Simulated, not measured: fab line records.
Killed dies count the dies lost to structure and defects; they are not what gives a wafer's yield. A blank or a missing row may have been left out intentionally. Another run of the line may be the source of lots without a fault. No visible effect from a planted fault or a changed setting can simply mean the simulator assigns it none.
Comparing a struck lot with a sound one :: flow n5Finfet :: 15 steps out of a route of 1938
Sound: the wafers L435.1, L435.3, L435.4. Struck: wafer L447.3. (L447.2, L447.5 of the same lot were not struck and are left out.) The cause comes at the end.
At each step with rows: each side's tool, then ch and its chambers, then its first start. Under that, the readings that differ: sound wafers :: struck wafers :: difference of the means :: sigmas: that difference in standard deviations of wafers without a fault.
alike: a reading whose means differ by less than 2 such deviations, as well as words and numbers matching on both sides. not compared: withheld readings; readings where some wafer has no value; bounds like >300 that might hide an equal value; numbers whose values overlap and for which the record gives no deviation.
Wherever a step has rows on one side only, a row that says differs or no value, or a row with sigmas, the two part there. Non-overlapping numbers with no deviation appear without sigmas and do not part them. A reading missing from all wafers of one side parts the sides only when that side holds two or more wafers.

N5_BEOL_M7_OCD_MEAS_38:
  sound on ocd-02 at day 10 18:53; struck on ocd-01 at day 14 01:17
  alike: trenchDepthNm
then, 4 steps without rows for these wafers: N5_BEOL_M7_HM_STRIP_39 (strips TiN in peroxide tin strip, target depth 25 nm, time 158 s); N5_BEOL_M7_SRD_40 (time 30 s); N5_BEOL_M7_PRECLEAN_42 (cleans in residue remover, time 60 s); N5_BEOL_M7_SRD_43 (time 30 s).
N5_BEOL_M7_CD_MEAS_35: target cd 40 nm.
  sound on cdSem-03 at day 10 19:02; struck on cdSem-03 at day 14 01:27
reading: cdNm (nm)
sound: 39.9 39.6 39.8
struck: 41.0
difference: +1.2
sigmas: +2
N5_BEOL_M7_CURE_75: cures SiCOH lowk, time 120 s.
  sound on uvCure-03 ch 0, day 10 19:04; struck on uvCure-01 ch 2, day 14 01:35
  alike: lampPowerPct, wafer_temp_C_max
N5_BEOL_M7_DEGAS_44: time 60 s.
  sound on pvdSputter-01 at day 10 19:27; struck on pvdSputter-02 at day 14 02:15
  alike: heaterPowerW
N5_BEOL_M7_PRE_CLEAN_45: time 30 s.
  sound on pvdSputter-01 at day 10 19:29; struck on pvdSputter-02 at day 14 02:17
  alike: heaterPowerW
N5_BEOL_M7_ALD_77: deposits TaN, target thk 2 nm, pulse time 2 s, purge time 3 s.
  sound on aldMetal-04 ch 0,1,2, day 10 19:37; struck on aldMetal-01 ch 0, day 14 02:21
reading: sinceWetCleanH (h)
sound: 4514 4514 4514
struck: 6131
difference: +1617
sigmas: 
  alike: heaterPowerW
N5_BEOL_M7_SURFACE_TREAT_79:
  sound on pvdSputter-01 at day 10 19:55; struck on pvdSputter-03 at day 14 02:43
  not compared: throttleValvePct
then, 1 step without rows for these wafers: N5_BEOL_M7_CVD_78 (deposits Co from CCTBA/H2, target thk 2 nm, time 142.3 s).
N5_BEOL_M7_SPUTTER_48: material Cu, target thk 10 nm, time 1.667 s.
  sound on pvdSputter-01 at day 10 20:07; struck on pvdSputter-01 at day 14 03:40
reading: cathodeDcPowerW (W)
sound: 26005 26000 25992
struck: 24670
difference: -1329
sigmas: -99 or more
  alike: throttleValvePct
then, 1 step without rows for these wafers: N5_BEOL_M7_ECD_50 (material Cu, target thk 300 nm).
N5_PASSIVATION_PROBE_49:
  the record holds rows for the sound wafers here (prober-01, day 14 04:08) but none for the struck ones

== WHERE THEY PART ==
Last at N5_PASSIVATION_PROBE_49 as far as this record goes, first at N5_BEOL_M7_CD_MEAS_35.

WHY: what had been put in by the simulator
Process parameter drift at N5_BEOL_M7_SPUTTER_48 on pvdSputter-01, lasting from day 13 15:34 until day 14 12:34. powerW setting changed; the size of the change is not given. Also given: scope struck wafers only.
